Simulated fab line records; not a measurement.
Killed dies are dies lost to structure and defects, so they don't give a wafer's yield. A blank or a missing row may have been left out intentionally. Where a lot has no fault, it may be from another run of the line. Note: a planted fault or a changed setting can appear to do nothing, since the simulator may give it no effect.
Split-lot study / flow n5_finfet / route with 1938 steps; 7 lots, 21 wafers read

## ABOUT THE SPLIT
At N5_GATE_CUT_HM_DEP_46 (deposits SiO2 from TEOS/O2, target thk 130 nm, time 26.6 s), the setting time_s was moved away from the recipe's 26.6 s on 6 of the 21 wafers read, by -3.8% to +14.2%. This setting was run at the recipe's value on the other wafers.

## FROM THE SPLIT TO THE READING: what the file shows between them, 21 steps
- N5_GATE_CUT_EXPOSE_10: exposes mask GATE CUT, target cd 20 nm (also split here: dose_mj)
- N5_GATE_CUT_PEB_11: peb time 60 s
- N5_GATE_CUT_DEVELOP_12: develop time 30 s
- N5_GATE_CUT_CD_MEAS_13: target cd 20 nm
- N5_GATE_CUT_DESCUM_18: chemistry O2, time 7 s
- N5_GATE_CUT_ETCH_28: etches underlayer in N2/H2, target depth 13 nm, time 10.4 s
- N5_GATE_CUT_ETCH_36: etches SiARC in CF4, target depth 13 nm, time 21.7 s
- N5_GATE_CUT_ETCH_37: etches SOC in N2/H2, target depth 60 nm, overetch 12 nm, time 90 s
- N5_GATE_CUT_STRIP_38: strips in N2/H2
- N5_GATE_CUT_STRIP_39: strips in N2/H2
- N5_GATE_CUT_HM_OPEN_40: chemistry C4F6/O2, target SiO2, target depth 139 nm, time 85.1 s
- N5_GATE_CUT_STRIP_41: strips in CF4
- N5_GATE_CUT_STRIP_42: strips in O2
- N5_GATE_CUT_ETCH_19: etches SiNx in CH3F/O2, target depth 53.7 nm, time 76.7 s
- N5_GATE_CUT_CUT_ETCH_53: etches W in SF6/Cl2, target depth 79.2 nm
- N5_GATE_CUT_CUT_ETCH_54: etches TiN in Cl2/BCl3, target depth 96.7 nm
- N5_GATE_CUT_CUT_ETCH_55: etches HfO2 in BCl3, target depth 3.2 nm
- N5_GATE_CUT_ETCH_47: etches SiO2 in Cl2/BCl3, target depth 10 nm
- N5_GATE_CUT_VAPOR_ETCH_48: etches TiN in BCl3/Cl2
- N5_GATE_CUT_VAPOR_ETCH_49: etches TiAlC in BCl3/Cl2
- N5_GATE_CUT_CMP_23: polishes, stops on SiO2, t overpolish 23.4 s, target thk 16 nm

## THE READING
SiO2_of_GATE_CUT_HM_DEP_46.thk_nm (the simulator's own value, which no gauge read), in nm, at N5_GATE_CUT_CMP_43 (polishes SiO2). The file gives no usual value for it. Across the 15 wafers here that went through the recipe, the average is 5.0 nm and the standard deviation 0.08 nm.

wafer=L075.3; tool, chamber at the split=pecvd-03, 1; time_s as run, s=26.6; against the recipe=recipe; SiO2_of_GATE_CUT_HM_DEP_46.thk_nm, nm=5; against lot-mates on the recipe=-
wafer=L075.2; tool, chamber at the split=pecvd-03, 0; time_s as run, s=26.6; against the recipe=recipe; SiO2_of_GATE_CUT_HM_DEP_46.thk_nm, nm=5; against lot-mates on the recipe=-
wafer=L075.1; tool, chamber at the split=pecvd-03, 2; time_s as run, s=26.6; against the recipe=recipe; SiO2_of_GATE_CUT_HM_DEP_46.thk_nm, nm=4.8; against lot-mates on the recipe=-
wafer=L077.1; tool, chamber at the split=pecvd-03, 1; time_s as run, s=26.6; against the recipe=recipe; SiO2_of_GATE_CUT_HM_DEP_46.thk_nm, nm=5; against lot-mates on the recipe=-
wafer=L077.2; tool, chamber at the split=pecvd-03, 2; time_s as run, s=26.6; against the recipe=recipe; SiO2_of_GATE_CUT_HM_DEP_46.thk_nm, nm=5; against lot-mates on the recipe=-
wafer=L077.5; tool, chamber at the split=pecvd-03, 2; time_s as run, s=26.6; against the recipe=recipe; SiO2_of_GATE_CUT_HM_DEP_46.thk_nm, nm=5; against lot-mates on the recipe=-
wafer=L085.3; tool, chamber at the split=pecvd-04, 1; time_s as run, s=30.37; against the recipe=+14.2%; SiO2_of_GATE_CUT_HM_DEP_46.thk_nm, nm=5.8; against lot-mates on the recipe=no lot-mate on the recipe
wafer=L085.1; tool, chamber at the split=pecvd-04, 0; time_s as run, s=30.37; against the recipe=+14.2%; SiO2_of_GATE_CUT_HM_DEP_46.thk_nm, nm=5.8; against lot-mates on the recipe=no lot-mate on the recipe
wafer=L085.4; tool, chamber at the split=pecvd-04, 0; time_s as run, s=30.37; against the recipe=+14.2%; SiO2_of_GATE_CUT_HM_DEP_46.thk_nm, nm=6; against lot-mates on the recipe=no lot-mate on the recipe
wafer=L088.2; tool, chamber at the split=pecvd-03, 1; time_s as run, s=25.59; against the recipe=-3.8%; SiO2_of_GATE_CUT_HM_DEP_46.thk_nm, nm=4.8; against lot-mates on the recipe=no lot-mate on the recipe
wafer=L088.3; tool, chamber at the split=pecvd-03, 0; time_s as run, s=25.59; against the recipe=-3.8%; SiO2_of_GATE_CUT_HM_DEP_46.thk_nm, nm=4.8; against lot-mates on the recipe=no lot-mate on the recipe
wafer=L088.6; tool, chamber at the split=pecvd-03, 2; time_s as run, s=25.59; against the recipe=-3.8%; SiO2_of_GATE_CUT_HM_DEP_46.thk_nm, nm=4.8; against lot-mates on the recipe=no lot-mate on the recipe
wafer=L091.3; tool, chamber at the split=pecvd-03, 2; time_s as run, s=26.6; against the recipe=recipe; SiO2_of_GATE_CUT_HM_DEP_46.thk_nm, nm=4.8; against lot-mates on the recipe=-
wafer=L091.2; tool, chamber at the split=pecvd-03, 0; time_s as run, s=26.6; against the recipe=recipe; SiO2_of_GATE_CUT_HM_DEP_46.thk_nm, nm=5; against lot-mates on the recipe=-
wafer=L091.6; tool, chamber at the split=pecvd-03, 0; time_s as run, s=26.6; against the recipe=recipe; SiO2_of_GATE_CUT_HM_DEP_46.thk_nm, nm=5; against lot-mates on the recipe=-
wafer=L092.4; tool, chamber at the split=pecvd-04, 2; time_s as run, s=26.6; against the recipe=recipe; SiO2_of_GATE_CUT_HM_DEP_46.thk_nm, nm=5; against lot-mates on the recipe=-
wafer=L092.3; tool, chamber at the split=pecvd-04, 2; time_s as run, s=26.6; against the recipe=recipe; SiO2_of_GATE_CUT_HM_DEP_46.thk_nm, nm=5; against lot-mates on the recipe=-
wafer=L092.1; tool, chamber at the split=pecvd-04, 0; time_s as run, s=26.6; against the recipe=recipe; SiO2_of_GATE_CUT_HM_DEP_46.thk_nm, nm=5; against lot-mates on the recipe=-
wafer=L097.2; tool, chamber at the split=pecvd-04, 1; time_s as run, s=26.6; against the recipe=recipe; SiO2_of_GATE_CUT_HM_DEP_46.thk_nm, nm=4.8; against lot-mates on the recipe=-
wafer=L097.6; tool, chamber at the split=pecvd-04, 2; time_s as run, s=26.6; against the recipe=recipe; SiO2_of_GATE_CUT_HM_DEP_46.thk_nm, nm=5; against lot-mates on the recipe=-
wafer=L097.5; tool, chamber at the split=pecvd-04, 1; time_s as run, s=26.6; against the recipe=recipe; SiO2_of_GATE_CUT_HM_DEP_46.thk_nm, nm=5; against lot-mates on the recipe=-

THE FIT
A straight line over all 21 wafers: SiO2_of_GATE_CUT_HM_DEP_46.thk_nm changes by +0.0618 nm for each +1% of time_s; r = +0.97; the points scatter about the line by 0.085 nm.
Too few moved wafers have a lot-mate on the recipe to fit a line with each lot's own level taken away.

## THE WHOLE CHAIN: every reading that the file lists as answering this split, in the file's order
step=N5_GATE_CUT_HM_DEP_46; what it does=deposits SiO2 from TEOS/O2, target thk 130 nm, time 26.6 s; reading=SiO2_of_GATE_CUT_HM_DEP_46.thk_nm (the simulator's own value, which no gauge read); change (the file's fit)=+1.29 nm for each +1% of the setting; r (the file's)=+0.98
step=N5_GATE_CUT_HM_OPEN_40; what it does=chemistry C4F6/O2, target SiO2, target depth 139 nm, time 85.1 s; reading=etch_rf_on_time_s; change (the file's fit)=withheld for each +1% of the setting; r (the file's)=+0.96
step=N5_GATE_CUT_HM_OPEN_40; what it does=chemistry C4F6/O2, target SiO2, target depth 139 nm, time 85.1 s; reading=etch.depth_nm (the simulator's own value, which no gauge read); change (the file's fit)=+1.29 nm for each +1% of the setting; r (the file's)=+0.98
step=N5_GATE_CUT_HM_OPEN_40; what it does=chemistry C4F6/O2, target SiO2, target depth 139 nm, time 85.1 s; reading=SOC_of_GATE_CUT_COAT_34.thk_nm (the simulator's own value, which no gauge read); change (the file's fit)=-0.261 nm for each +1% of the setting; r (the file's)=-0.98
step=N5_GATE_CUT_CMP_43; what it does=polishes SiO2; reading=SiO2_of_GATE_CUT_HM_DEP_46.thk_nm (the simulator's own value, which no gauge read); change (the file's fit)=+0.0618 nm for each +1% of the setting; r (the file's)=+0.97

## FILE'S OWN FIT
SiO2_of_GATE_CUT_HM_DEP_46.thk_nm changes by +0.0618 nm for each +1% of time_s, r = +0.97.
